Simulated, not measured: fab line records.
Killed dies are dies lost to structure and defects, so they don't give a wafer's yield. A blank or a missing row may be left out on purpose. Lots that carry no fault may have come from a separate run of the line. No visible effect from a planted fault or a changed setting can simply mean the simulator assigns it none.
Chamber matching ; flow nand harc ; rie diel-02 running NHARC_A_STAIRCASE_TRIM_20: 4 sister chambers
The step chemistry O2, time 211.2 s. 4 wafers are shown with their chamber, then 7 later ones without.

== WAFERS PAIRED WITH THEIR CHAMBERS ==
wafer;chamber;showerhead plenum p Torr (Torr)
L079.4;1;3.47
L082.6;2;3.27
L090.2;3;3.66
L090.5;0;3.44

== WAFERS WHOSE CHAMBER IS MISSING ==
wafer;showerhead plenum p Torr (Torr)
L090.6;3.66
L095.2;3.44
L095.3;3.46
L095.6;3.80
L097.2;3.43
L097.4;3.80
L097.6;3.43

== WHICH CHAMBER EACH ONE RAN IN ==
wafer;from the rows above;in truth
L090.6;3;3
L095.2;can't be placed: 0 or 1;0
L095.3;can't be placed: 1 or 0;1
L095.6;3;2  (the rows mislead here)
L097.2;can't be placed: 0 or 1 or 2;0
L097.4;3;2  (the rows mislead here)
L097.6;can't be placed: 0 or 1 or 2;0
Correctly placed: 1 of 7. Unplaceable from these rows: 4, with the true chamber sitting among the candidates in 4. Wrongly placed: 2.
How it was worked out, from the rows above alone: a wafer's distance from a chamber is the root of the sum, over the readings, of the square of ((its reading less the chamber's mean) divided by the reading's scatter). The wafer belongs to the nearest chamber; if the next one is less than 2 further off, it can't be placed. The mean given for a chamber averages the wafers shown for that chamber. The scatter: root of mean squared gap, hidden wafer to nearest shown wafer, with one shown wafer a chamber.
